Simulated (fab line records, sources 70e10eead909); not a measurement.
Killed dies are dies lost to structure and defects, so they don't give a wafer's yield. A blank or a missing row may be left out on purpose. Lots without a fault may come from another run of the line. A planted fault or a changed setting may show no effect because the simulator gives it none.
Chamber matching | flow nand_harc | NHARC_A_CHANNEL_HOLE_D2_DESCUM_15 on rie_diel-09: 4 sister chambers
The step chemistry O2, time 3 s. 7 wafers are shown with their chamber, then 8 later ones without.

WAFERS WITH THEIR CHAMBER
wafer  | chamber | showerhead_plenum_p_Torr (Torr) | o2_flow_sccm (sccm)
L078.2 | 1       | 1.90                            | 200.1
L082.4 | 0       | 1.84                            | 199.3
L082.5 | 2       | 1.83                            | 199.6
L084.1 | 3       | 2.01                            | 200.6
L084.4 | 2       | 1.83                            | 199.8
L084.5 | 3       | 2.01                            | 199.2
L086.1 | 1       | 1.89                            | 199.6

WAFERS WITHOUT THEIR CHAMBER
wafer  | showerhead_plenum_p_Torr (Torr) | o2_flow_sccm (sccm)
L086.3 | 1.84                            | 200.6
L086.4 | 2.01                            | 200.6
L090.2 | 1.89                            | 199.7
L090.4 | 2.01                            | 200.1
L090.5 | 1.84                            | 200.9
L092.2 | 1.83                            | 199.2
L092.4 | 2.01                            | 199.9
L092.6 | 2.01                            | 200.9

WHICH CHAMBER EACH WENT THROUGH
wafer  | from the rows above     | in truth
L086.3 | can't be placed: 0 or 2 | 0
L086.4 | 3                       | 3
L090.2 | 1                       | 1
L090.4 | 3                       | 3
L090.5 | can't be placed: 0 or 2 | 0
L092.2 | can't be placed: 2 or 0 | 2
L092.4 | 3                       | 3
L092.6 | 3                       | 3
Placed correctly: 5 of 8. Can't be placed from these rows: 3 (the true chamber is among the candidates in 3). Placed wrongly: 0.
How it was worked out, from the rows above alone: a wafer's distance from a chamber is the root of the sum, over the readings, of the square of ((its reading less the chamber's mean) divided by the reading's scatter). The wafer belongs to the nearest chamber; if the next one is less than 2 further off, it can't be placed. A chamber's mean is the mean of its shown wafers. The scatter: the root of (the sum of the squares of (reading less its chamber's mean) over the shown wafers, divided by (wafers less chambers)).
